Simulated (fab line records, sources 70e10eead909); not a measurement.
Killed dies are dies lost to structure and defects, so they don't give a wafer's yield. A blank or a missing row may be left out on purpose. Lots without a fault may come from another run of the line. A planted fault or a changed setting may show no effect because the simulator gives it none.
Which tool did it? | flow nand_harc | 12 lots, 36 wafers sampled, at 1 step of a route of 1302

WHAT THE GAUGES READ, wafer by wafer
NHARC_P_GATE_CD_MEAS_46: target cd 720 nm.
lot  | measured     | on        | cd_nm (nm)
L075 | day 5 21:52  | cd_sem-03 | 719.9 720.3 719.7
L077 | day 6 17:48  | cd_sem-01 | 719.4 719.4 719.9
L079 | day 7 15:03  | cd_sem-02 | 716.7 716.1 718.0
L081 | day 8 10:03  | cd_sem-01 | 719.1 719.7 719.4
L083 | day 9 01:56  | cd_sem-02 | 719.5 719.4 719.8
L085 | day 10 10:05 | cd_sem-01 | 720.6 719.0 720.1
L087 | day 10 22:34 | cd_sem-02 | 720.2 719.0 719.1
L088 | day 11 14:16 | cd_sem-03 | 718.5 717.5 717.4
L091 | day 12 15:41 | cd_sem-02 | 721.7 721.0 721.9
L093 | day 13 17:54 | cd_sem-01 | 719.7 721.7 718.3
L094 | day 14 05:14 | cd_sem-02 | 718.5 720.2 719.1
L097 | day 15 05:15 | cd_sem-02 | 717.9 719.7 719.3

WHICH TOOL RAN EACH LOT (tool, then ch and the chambers of the sampled wafers, then the start)
The record holds no process step before these readings.

THE ANSWER, worked out from the rows above alone
Rule: what is usual is taken from the lots themselves. Put in order of their means at a reading, lots are off if they are a third of the lots or fewer, leave a main group of 4 or more, and stand apart from it by a gap of 3 or more times the standard deviation of the main group's means; of several such gaps the widest counts. A main group whose means are all the same, to the digits that the tables above print for the reading, isn't used. A lot without any number at a reading at which 4 lots or more have one is off too. The other lots that the step has rows for count as sound.
No lot is off at any reading shown: from this, nothing can be told.

WHAT THE SIMULATOR HAD PUT IN
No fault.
